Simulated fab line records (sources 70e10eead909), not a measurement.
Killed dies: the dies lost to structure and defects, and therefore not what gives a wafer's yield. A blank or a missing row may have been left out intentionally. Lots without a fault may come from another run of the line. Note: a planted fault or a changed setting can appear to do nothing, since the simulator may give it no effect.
Struck lot and sound lot, side by side || flow nandHarc || 15 out of 1302 route steps
Sound: wafers L510.1, L510.2, L510.6. Wafers struck: L518.2, L518.4, L518.5. The cause is named last.
Each step with rows lists, per side, the tool, then ch with its chambers, then its first start. Under that, the readings that differ: sound wafers || struck wafers || difference of the means || sigmas: that difference in standard deviations of wafers without a fault.
alike: words and numbers the same on both sides, and readings whose means are apart by under 2 such deviations; not compared: readings that were withheld, readings missing a value for some wafer, numbers with overlapping values and no deviation given by the record, and bounds like >300 which may hide the same value.
The two part at a step that has a row with sigmas, a row that says differs or no value, or rows on one side only. Numbers that don't overlap but have no deviation are shown without sigmas and don't part them. A reading missing from all wafers of one side parts the sides only when that side holds two or more wafers.

NHARC_A_DECK1_JOINT_CMP_02: polishes SiOx.
  sound on cmp-03 ch 0,1,3, day 13 20:28; struck on cmp-02 ch 0,1,3, day 15 20:56
  alike: motorCurrentA
following that, these wafers have no rows for 1 step: NHARC_A_DECK1_JOINT_SRD_15.
NHARC_A_DECK1_JOINT_DEP_16: deposits SiO2, target thk 45 nm.
  sound on pecvd-01 ch 1,2, day 13 20:52; struck on pecvd-01 ch 0,1, day 15 21:27
  alike: heaterPowerW, throttleValvePct
NHARC_A_DECK1_JOINT_THK_MEAS_17: measures by ellipsometry.
  struck on filmMetro-01, day 15 21:44; sound on filmMetro-01, day 13 21:14
  alike: thkNm
NHARC_A_DECK1_JOINT_INSPECT_05:
  struck on defectInspect-02, day 15 21:46; sound on defectInspect-01, day 13 21:16
  alike: rawDefectCount
following that, 1 step holds no rows for these wafers, namely NHARC_A_ONON_D2_DEP_00 (target thickness 1000 nm).
NHARC_A_ONON_D2_THK_MEAS_02: measures by ellipsometry.
  struck on filmMetro-01, day 15 22:21; sound on filmMetro-01, day 13 21:50
  alike: thkNm
following that, 1 step holds no rows for these wafers, namely NHARC_A_ONON_D2_DEP_03 (target thickness 1000 nm).
NHARC_A_ONON_D2_THK_MEAS_05: measures by ellipsometry.
  struck on filmMetro-01, day 15 22:55; sound on filmMetro-02, day 13 22:25
  alike: thkNm
following that, 1 step holds no rows for these wafers, namely NHARC_A_ONON_D2_DEP_06 (target thickness 1000 nm).
NHARC_A_ONON_D2_THK_MEAS_08: measures by ellipsometry.
  struck on filmMetro-01, day 15 23:29; sound on filmMetro-02, day 13 22:59
  alike: thkNm
NHARC_A_ONON_D2_DEP_09: target thk 1000 nm.
  sound on pecvdOnon-03 ch 0, day 13 23:02; struck on pecvdOnon-04 ch 0, day 15 23:35
  alike: sih4FlowSccm
NHARC_A_ONON_D2_THK_MEAS_11: measures by ellipsometry.
  struck on filmMetro-01, day 16 00:02; sound on filmMetro-02, day 13 23:33
{"reading": "thkNm (nm)", "sound": "974 974 972", "struck": "1485 1488 1487", "difference": "+513", "sigmas": "+43"}
following that, 1 step holds no rows for these wafers, namely NHARC_A_ONON_D2_DEP_12 (target thickness 1000 nm).
-- break in the record here, with 12 days between the starts of the struck wafers on either side (left off in module A_ONON_D2, picked up again in module END, where the first step shown is number 1302 on the route) --
NHARC_END_SORT_01:
  the record has rows for the struck wafers here (prober-01 ch 0, day 28 00:21) and none for the sound ones

## WHERE THEY PART
Earliest at NHARC_A_ONON_D2_THK_MEAS_11; latest, in this record, at NHARC_END_SORT_01.

WHY: the cause the simulator had injected
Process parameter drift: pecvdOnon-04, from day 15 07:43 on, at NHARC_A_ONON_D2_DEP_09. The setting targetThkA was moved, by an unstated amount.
